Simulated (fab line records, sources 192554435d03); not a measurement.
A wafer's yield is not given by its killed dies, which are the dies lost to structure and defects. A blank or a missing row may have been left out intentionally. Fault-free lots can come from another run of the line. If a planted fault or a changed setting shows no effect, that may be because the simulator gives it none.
A struck lot beside a sound one | flow n5Finfet | 36 steps out of a route of 1938
Sound: the wafers L207.3, L207.4, L207.6. Wafers struck: L197.2, L197.5, L197.6. The cause is given at the end.
At each step with rows: each side's tool, then ch and its chambers, then its first start. Under that, the readings that differ: sound wafers | struck wafers | difference of the means | sigmas: that difference in standard deviations of wafers without a fault.
alike: same words and numbers on both sides, and readings whose means sit less than 2 such deviations apart. not compared: any withheld reading, any reading some wafer has no value for, any bound like >300 that may hide the same value, and any number with overlapping values for which the record gives no deviation.
A row with sigmas, a row that says differs or no value, or rows on one side alone: a step with any of these is where the two part. Numbers that don't overlap but have no deviation are shown without sigmas and don't part them. Lack of a reading on every wafer of one side parts them only where that side has two or more wafers.

first, 9 steps without rows for these wafers: N5_BEOL_M4_ANNEAL_95 (time 240 s); N5_BEOL_M4_SPUTTER_96 (material Cu, target thk 4.5 nm, time 8.29 s); N5_BEOL_M4_ECD_50 (material Cu, target thk 300 nm); N5_BEOL_M4_ANNEAL_51 (time 90 s); N5_BEOL_M4_CMP_52 (polishes, stops on SiOC, t overpolish 6.8 s, target thk 40 nm); N5_BEOL_M4_PRE_CLEAN_60 (time 15 s); N5_BEOL_M4_CO_CAP_55 (material Co, precursor CCTBA/H2, target thk 2 nm, time 102.1 s); N5_BEOL_M4_PRE_CLEAN_56 (time 15 s); N5_BEOL_M4_DEP_57 (deposits SiCN from 3MS/NH3, target thk 8 nm, time 14 s).
N5_BEOL_M4_RC_MEAS_101:
  sound on prober-01 ch 0, day 13 07:07; struck on prober-01 ch 0, day 11 07:50
  alike: DIBL_N, DIBL_P, IOFF_N, IOFF_P, ION_N, ION_P, SS_N, SS_P, VT_N, VT_P
then, 24 steps without rows for these wafers: N5_BEOL_M5_ILD_DEP_00 (deposits SiCOH lowk from DEMS/porogen, target thk 140.64 nm, time 25.9 s); N5_BEOL_M5_CURE_79 (cures SiCOH lowk, time 240 s); N5_BEOL_M5_PECVD_70 (deposits SiO2 from TEOS/O2, target thk 16 nm, time 18 s); N5_BEOL_M5_HM_DEP_02 (deposits TiN, target thk 20 nm); N5_BEOL_M5_COAT_59 (time 60 s, resist thk 60 nm); N5_BEOL_M5_COAT_60 (time 60 s, resist thk 12 nm); N5_BEOL_M5_COAT_71 (time 60 s, resist thk 5 nm); N5_BEOL_M5_COAT_05 (resist thk 30 nm); N5_BEOL_M5_EBR_07; N5_BEOL_M5_SOFTBAKE_06 (time 60 s); N5_BEOL_M5_EXPOSE_08 (exposes mask M5, target cd 28 nm); N5_BEOL_M5_PEB_09 (peb time 60 s); N5_BEOL_M5_DEVELOP_10 (develop time 30 s); N5_BEOL_M5_DESCUM_16 (chemistry O2, time 7 s); N5_BEOL_M5_ETCH_72 (etches underlayer in N2/H2, target depth 6.5 nm, time 5.2 s); N5_BEOL_M5_ETCH_61 (etches SiARC in CF4, target depth 15.6 nm, time 26 s); N5_BEOL_M5_ETCH_62 (etches SOC in N2/H2, target depth 75 nm, overetch 15 nm, time 112.5 s); N5_BEOL_M5_STRIP_63 (strips in N2/H2); N5_BEOL_M5_STRIP_73 (strips in N2/H2); N5_BEOL_M5_STRIP_64 (strips in CF4); N5_BEOL_M5_HM_OPEN_17 (chemistry Cl2/BCl3, target TiN, target depth 20 nm, overetch 6 nm); N5_BEOL_M5_STRIP_19 (strips in O2); N5_BEOL_M5_COAT_65 (time 60 s, resist thk 60 nm); N5_BEOL_M5_COAT_66 (time 60 s, resist thk 12 nm).
N5_BEOL_M7_PECVD_70: deposits SiO2 from TEOS/O2, target thk 20 nm, time 22.7 s.
  sound on pecvd-01 ch 0,2, day 14 04:08; struck on pecvd-03 ch 1,2, day 12 05:49
  no value came back on the struck wafers for any of 6 readings (chamberPressureTorr (Torr), heaterPowerOuterW (W) and others); on the sound wafers chamberPressureTorr (Torr) reads 5.502 5.505 5.496
  not compared: sinceWetCleanH
-- here the record skips 3 days between the struck wafers' starts before and after, leaving off in module BEOL_M7 and picking up in module PASSIVATION (first step shown: number 1936 of the route) --
N5_PASSIVATION_PROBE_49:
  sound: prober-01 at day 17 14:31; struck: prober-02 at day 15 15:25
reading                 | sound          | struck         | difference | sigmas
defectLimitedYield (%)  | 90.1 92.8 89.5 | 61.0 64.5 65.8 | -27.0      | -19
killed_at_M4_up         | 9 9 14         | 356 330 316    | +323       | +61
killedDies              | 117 85 124     | 460 419 403    | +319       | +19
killedOnRim             | 16 14 22       | 121 108 15     | +64        | +16
sort_bin_5_function (%) | 6.8 4.3 5.8    | 36.0 32.3 31.1 | +27.5      | +31
sortNPass               | 1063 1095 1056 | 720 761 777    | -319       | -19
sortYieldPct (%)        | 90.1 92.8 89.5 | 61.0 64.5 65.8 | -27.0      | -19
  alike: killed_at_M0_to_M3, killedAtContacts, killedAtFrontEnd, killedAtOther, killedOpen, killedShort, sort_bin_6_memory

## WHERE THEY PART
First at N5_BEOL_M7_PECVD_70; last, within this record, at N5_PASSIVATION_PROBE_49.

WHY: the cause the simulator had injected
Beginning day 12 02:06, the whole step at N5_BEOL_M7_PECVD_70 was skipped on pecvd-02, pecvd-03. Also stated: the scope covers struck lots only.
